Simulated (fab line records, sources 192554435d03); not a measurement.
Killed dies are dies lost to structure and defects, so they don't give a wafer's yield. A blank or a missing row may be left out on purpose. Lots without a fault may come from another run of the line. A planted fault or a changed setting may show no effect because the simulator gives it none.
A struck lot beside a sound one | flow n5_finfet | 24 steps out of a route of 1938
Sound: wafers L235.1, L235.5, L235.6. Struck: wafer L244.6. (L244.3, L244.5 of the same lot were not struck and are left out.) The cause comes at the end.
At each step with rows: each side's tool, then ch and its chambers, then its first start. Under that, the readings that differ: sound wafers | struck wafers | difference of the means | sigmas: that difference in standard deviations of wafers without a fault.
alike: readings whose means differ by less than 2 such deviations, and words and numbers that are the same on both sides. not compared: withheld readings, readings that some wafer has no value for, bounds like >300 that may hide the same value, and numbers for which the record gives no deviation and whose values overlap.
The two part at a step that has a row with sigmas, a row that says differs or no value, or rows on one side only. Numbers that don't overlap but have no deviation are shown without sigmas and don't part them. A reading that every wafer of one side lacks parts them only if that side has two wafers or more.

N5_GATE_CUT_ETCH_28: etches underlayer in N2/H2, target depth 13 nm, time 10.4 s.
  sound on rie_diel-05 ch 0,1, day 4 17:40; struck on rie_diel-05 ch 2, day 7 00:48
  reading                | sound             | struck | difference | sigmas
  throttle_valve_pct (%) | 17.69 17.72 17.71 | 18.27  | +0.56      | +2
  alike: chamber_pressure_mTorr, drypump_motor_current_A, etch_rf_on_time_s, oes_product_au, rf_vpp_V, showerhead_plenum_p_Torr
  not compared: rf_hours_counter_h
then, 6 steps without rows for these wafers: N5_GATE_CUT_ETCH_36 (etches SiARC in CF4, target depth 13 nm, time 21.7 s); N5_GATE_CUT_ETCH_37 (etches SOC in N2/H2, target depth 60 nm, overetch 12 nm, time 90 s); N5_GATE_CUT_STRIP_38 (strips in N2/H2); N5_GATE_CUT_STRIP_39 (strips in N2/H2); N5_GATE_CUT_HM_OPEN_40 (chemistry C4F6/O2, target SiO2, target depth 139 nm, time 85.1 s); N5_GATE_CUT_STRIP_41 (strips in CF4).
N5_GATE_CUT_STRIP_42: strips in O2.
  sound on rie_diel-05 ch 0,1, day 4 17:52; struck on rie_diel-05 ch 2, day 7 01:01
  reading                | sound             | struck | difference | sigmas
  throttle_valve_pct (%) | 16.50 16.41 16.50 | 17.02  | +0.55      | +2
  alike: chamber_pressure_mTorr, drypump_motor_current_A, o2_flow_sccm, oes_product_au, rf_vpp_V, showerhead_plenum_p_Torr
  not compared: rf_hours_counter_h
then, 3 steps without rows for these wafers: N5_GATE_CUT_ETCH_19 (etches SiNx in CH3F/O2, target depth 53.7 nm, time 76.7 s); N5_GATE_CUT_CUT_ETCH_53 (etches W in SF6/Cl2, target depth 79.2 nm); N5_GATE_CUT_CUT_ETCH_54 (etches TiN in Cl2/BCl3, target depth 96.7 nm).
N5_GATE_CUT_CUT_ETCH_55: etches HfO2 in BCl3, target depth 3.2 nm.
  sound on rie_metal-01 ch 0,1, day 4 18:08; struck on rie_metal-02 ch 1, day 7 01:17
  alike: chamber_pressure_mTorr, drypump_motor_current_A, oes_product_au, throttle_valve_pct
  not compared: rf_hours_counter_h
N5_GATE_CUT_ETCH_47: etches SiO2 in Cl2/BCl3, target depth 10 nm.
  sound on rie_metal-01 ch 0,1, day 4 18:10; struck on rie_metal-02 ch 1, day 7 01:19
  reading                                      | sound             | struck | difference | sigmas
  oes_product_au (a.u.)                        | 0.88 0.72 0.87    | 1.19   | +0.37      | +4
  model.SiO2_of_GATE_CUT_HM_DEP_46.thk_nm (nm) | 106.4 107.6 107.2 | 106    | -1         |
  model.etch.depth_nm (nm)                     | 10.36 9.692 10.28 | 14.49  | +4.38      |
  alike: chamber_pressure_mTorr, drypump_motor_current_A, throttle_valve_pct
  not compared: rf_hours_counter_h
then, 3 steps without rows for these wafers: N5_GATE_CUT_VAPOR_ETCH_48 (etches TiN in BCl3/Cl2); N5_GATE_CUT_VAPOR_ETCH_49 (etches TiAlC in BCl3/Cl2); N5_GATE_CUT_VAPOR_ETCH_51 (etches HfO2 in BCl3/Cl2).
N5_GATE_CUT_STRIP_21: strips in N2/H2, time 30 s.
  sound on plasma_asher-02 ch 0,1, day 4 18:19; struck on plasma_asher-02 ch 0, day 7 01:28
  alike: drypump_motor_current_A, heater_power_w
  not compared: rf_hours_counter_h
then, 2 steps without rows for these wafers: N5_GATE_CUT_STRIP_29 (strips in post etch residue remover, time 60 s); N5_GATE_CUT_SRD_52 (time 30 s).
N5_GATE_CUT_ALD_22: deposits SiNx, target thk 16 nm, pulse time 1 s, ald cycles 320.
  sound on ald_sin-04 ch 1,2, day 4 18:52; struck on ald_sin-01 ch 2, day 7 01:36
  reading                    | sound             | struck | difference | sigmas
  precursor_pulse_height_rel | 1.061 1.002 1.024 | 0.983  | -0.046     | -2
  alike: heater_power_w
N5_GATE_CUT_CMP_23: polishes, stops on SiO2, t overpolish 23.4 s, target thk 16 nm.
  sound on cmp-03 ch 0,1,3, day 4 20:25; struck on cmp-03 ch 2, day 7 03:10
  reading                                      | sound           | struck | difference | sigmas
  model.SiO2_of_GATE_CUT_HM_DEP_46.thk_nm (nm) | 104.2 105.4 105 | 104    | -1         |
  alike: edge_zone_pressure_frac, motor_current_A, overpolish_run_s, time_to_endpoint_s
  not compared: pad_life_wafers
N5_GATE_CUT_THK_MEAS_24:
  sound on film_metro-02, day 4 20:38; struck on film_metro-02, day 7 03:23
  alike: GC_FILL_THK
-- the record jumps here: 3 days lie between the struck wafers' starts before and after (it left off in module GATE_CUT and takes up again in module BEOL_M4, whose first step shown is number 1111 of the route) --
N5_BEOL_M4_RC_MEAS_101:
  sound on prober-01 ch 0, day 7 16:32; struck on prober-02 ch 0, day 10 06:18
  alike: DIBL_N, DIBL_P, IOFF_N, IOFF_P, ION_N, ION_P, SS_N, SS_P, VT_N, VT_P
-- the record jumps here: 5 days lie between the struck wafers' starts before and after (it left off in module BEOL_M4 and takes up again in module PASSIVATION, whose first step shown is number 1936 of the route) --
N5_PASSIVATION_PROBE_49:
  the record has rows for the struck wafers here (prober-01, day 14 21:55) and none for the sound ones

WHERE THEY PART
First at N5_GATE_CUT_ETCH_28; last, within this record, at N5_PASSIVATION_PROBE_49.

WHY: what the simulator had put in
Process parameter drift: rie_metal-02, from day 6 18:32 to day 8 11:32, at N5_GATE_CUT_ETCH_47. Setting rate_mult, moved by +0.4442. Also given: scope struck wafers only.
